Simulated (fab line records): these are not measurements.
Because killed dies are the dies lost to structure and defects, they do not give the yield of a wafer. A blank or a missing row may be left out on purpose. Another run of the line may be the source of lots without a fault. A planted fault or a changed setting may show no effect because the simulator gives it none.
Split-lot trial | flow n5_finfet | 21 wafers read from 7 lots, route of 1938 steps

## THE SPLIT
At N5_BEOL_M8_TRENCH_ETCH_37 (etches SiCOH lowk in C4F6/O2, target depth 93.478 nm, time 31.2 s), the setting time_s was moved away from the recipe's 31.2 s on 4 of the 21 wafers read, by +14.4% to +21.2%. All remaining wafers had this setting at the recipe value.

## FROM THE SPLIT TO THE READING: what the file shows between them, 11 steps
- N5_BEOL_M8_ETCH_41: etches SiCN in CH3F/O2, target depth 31.9 nm, time 57.8 s
- N5_BEOL_M8_STRIP_80: strips in N2/H2, time 10 s
- N5_BEOL_M8_OCD_MEAS_38
- N5_BEOL_M8_HM_STRIP_39: strips TiN in peroxide tin strip, target depth 25 nm, time 158 s
- N5_BEOL_M8_SRD_40: time 30 s
- N5_BEOL_M8_ECD_50: material Cu, target thk 300 nm
- N5_BEOL_M8_ANNEAL_51: time 90 s
- N5_BEOL_M8_CMP_52: polishes, stops on SiCOH lowk, t overpolish 6.9 s, target thk 80 nm
- N5_BEOL_M8_THK_MEAS_53: measures by xrf
- N5_BEOL_M8_PRE_CLEAN_55: time 15 s
- N5_BEOL_M8_DEP_56: deposits SiCN from 3MS/NH3, target thk 10 nm, time 17.5 s

## THE READING
M8_RS, in ohm/sq, at N5_BEOL_M8_RS_MEAS_57 (measures by four-point-probe). Typical for fault-free wafers on this fab line: 0.287 ohm/sq, with standard deviation 0.0077 ohm/sq.

wafer  | tool, chamber at the split | time_s as run, s | against the recipe | M8_RS, ohm/sq | against lot-mates on the recipe
L074.1 | rie_diel-02, 2             | 31.2             | recipe             | 0.293         | -
L074.3 | rie_diel-02, 3             | 31.2             | recipe             | 0.292         | -
L074.6 | rie_diel-02, 2             | 31.2             | recipe             | 0.302         | -
L076.2 | rie_diel-02, 3             | 31.2             | recipe             | 0.291         | -
L076.3 | rie_diel-02, 1             | 31.2             | recipe             | 0.291         | -
L076.4 | rie_diel-02, 2             | 31.2             | recipe             | 0.300         | -
L078.4 | rie_diel-02, 1             | 35.7             | +14.4%             | 0.241         | -0.056
L078.5 | rie_diel-02, 1             | 35.7             | +14.4%             | 0.247         | -0.050
L078.6 | rie_diel-02, 0             | 31.2             | recipe             | 0.297         | -
L082.2 | rie_diel-04, 0             | 31.2             | recipe             | 0.287         | -
L082.4 | rie_diel-04, 2             | 31.2             | recipe             | 0.287         | -
L082.6 | rie_diel-04, 0             | 31.2             | recipe             | 0.285         | -
L084.2 | rie_diel-05, 1             | 31.2             | recipe             | 0.284         | -
L084.4 | rie_diel-05, 3             | 31.2             | recipe             | 0.285         | -
L084.6 | rie_diel-05, 2             | 31.2             | recipe             | 0.280         | -
L085.3 | rie_diel-02, 2             | 31.2             | recipe             | 0.300         | -
L085.4 | rie_diel-02, 0             | 31.2             | recipe             | 0.292         | -
L085.5 | rie_diel-02, 0             | 37.82            | +21.2%             | 0.236         | -0.060
L093.1 | rie_diel-04, 0             | 31.2             | recipe             | 0.284         | -
L093.4 | rie_diel-04, 3             | 37.24            | +19.4%             | 0.231         | -0.053
L093.6 | rie_diel-04, 3             | 31.2             | recipe             | 0.284         | -

FIT RESULTS
A straight line over all 21 wafers: M8_RS changes by -0.00292 ohm/sq for each +1% of time_s; r = -0.96; the points scatter about the line by 0.0065 ohm/sq.
The same after taking each lot's own level away (the mean of its wafers on the recipe; 21 wafers): -0.00307 ohm/sq for each +1%; r = -0.98; scatter 0.0046 ohm/sq.
The reading moves by 0.065 ohm/sq for the largest change in time_s, on that fit.
Across the lots, their own levels run from 0.2830 to 0.2970 ohm/sq, a range of 1.8 times the standard deviation given above.
The two slopes are in agreement: the lot-to-lot level therefore moves the slope only a little.
Check: with one of the wafers moved furthest among these (+21.2%) left out of the fit, the line predicts -0.0685 ohm/sq for it against its lot-mates. Against them it came out at -0.06 ohm/sq.

## OTHER SPLITS APPLIED TO THESE WAFERS
Other splits were also applied to these wafers ahead of the reading. Each is held against what the fit with the lots' levels taken away leaves over:
other split on the same wafers   | wafers away from the commonest value | r with M8_RS (lot level and that fit taken away)
N5_BEOL_M5_EXPOSE_25 dose_mj     | 4                                    | -0.25
N5_BEOL_M6_TRENCH_ETCH_37 bias_w | 8                                    | +0.16
N5_BEOL_M8_PECVD_70 temp_c       | 5                                    | +0.06
N5_BEOL_M8_COAT_59 spin_rpm      | 7                                    | +0.08
N5_BEOL_M8_ETCH_65 source_w      | 8                                    | -0.14

## THE WHOLE CHAIN: every reading that the file lists as answering this split, in the file's order
step                      | what it does                                                        | reading                                                                      | change (the file's fit)               | r (the file's)
N5_BEOL_M8_TRENCH_ETCH_37 | etches SiCOH lowk in C4F6/O2, target depth 93.478 nm, time 31.2 s   | etch.depth_nm (the simulator's own value, which no gauge read)               | +0.888 nm for each +1% of the setting | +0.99
N5_BEOL_M8_TRENCH_ETCH_37 | etches SiCOH lowk in C4F6/O2, target depth 93.478 nm, time 31.2 s   | BEOL_M8.feature_depth_nm (the simulator's own value, which no gauge read)    | +0.891 nm for each +1% of the setting | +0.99
N5_BEOL_M8_OCD_MEAS_38    |                                                                     | trench_depth_nm                                                              | +0.888 nm for each +1% of the setting | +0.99
N5_BEOL_M8_CMP_52         | polishes, stops on SiCOH lowk, t overpolish 6.9 s, target thk 80 nm | Cu_of_BEOL_M8_ECD_50.thk_nm (the simulator's own value, which no gauge read) | +0.841 nm for each +1% of the setting | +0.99
N5_BEOL_M8_THK_MEAS_53    | measures by xrf                                                     | M8_THK                                                                       | +0.863 for each +1% of the setting    | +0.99
N5_BEOL_M8_RS_MEAS_57     | measures by four-point-probe                                        | M8_RS                                                                        | -0.00298 for each +1% of the setting  | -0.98

## FILE'S OWN FIT
M8_RS changes by -0.00298 ohm/sq for each +1% of time_s, r = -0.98.
